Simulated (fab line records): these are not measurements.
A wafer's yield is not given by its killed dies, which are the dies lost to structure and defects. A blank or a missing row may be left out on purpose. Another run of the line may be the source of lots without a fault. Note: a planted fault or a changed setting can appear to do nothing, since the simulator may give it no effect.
Matching of chambers | flow nandHarc | NHARC_THIN_TSV_DESCUM_35 on rieDiel-11 has 4 sister chambers
The step chemistry O2, time 3 s. 8 wafers are shown with their chamber, then 7 later ones without.

## WAFERS PAIRED WITH THEIR CHAMBERS
wafer  | chamber | drypumpMotorCurrentA (A) | rfVppV (V)
L375.5 | 1       | 5.8                      | 57.7
L388.1 | 3       | 6.5                      | 57.9
L388.3 | 1       | 5.9                      | 56.6
L388.6 | 2       | 5.5                      | 57.0
L392.2 | 2       | 5.5                      | 58.8
L392.6 | 3       | 6.4                      | 58.1
L396.2 | 0       | 6.6                      | 58.6
L396.5 | 0       | 6.7                      | 59.2

## WAFERS WHOSE CHAMBER IS MISSING
wafer  | drypumpMotorCurrentA (A) | rfVppV (V)
L396.6 | 6.4                      | 57.1
L395.1 | 5.5                      | 56.2
L395.4 | 6.6                      | 58.2
L395.5 | 5.8                      | 58.6
L397.1 | 5.5                      | 57.4
L397.3 | 6.4                      | 57.5
L397.4 | 5.8                      | 57.6

## WHICH CHAMBER EACH ONE RAN IN
wafer  | from the rows above     | in truth
L396.6 | 3                       | 3
L395.1 | 2                       | 2
L395.4 | can't be placed: 0 or 3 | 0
L395.5 | 1                       | 1
L397.1 | 2                       | 2
L397.3 | 3                       | 3
L397.4 | 1                       | 1
6 of 7 placed correctly. Cannot be placed on the basis of these rows: 1; the candidates contain the true chamber in 1. Wrongly placed: 0.
How it was worked out, from the rows above alone: a wafer's distance from a chamber is the root of the sum, over the readings, of the square of ((its reading less the chamber's mean) divided by the reading's scatter). If the next closest chamber is less than 2 further off than the closest, the wafer can't be placed; otherwise it belongs to the closest. For every chamber, the mean is computed from those of its wafers that are shown. How the scatter is found: for the shown wafers, subtract from each reading the mean of its chamber, square and add these, divide the total by (wafers less chambers), then take the root.
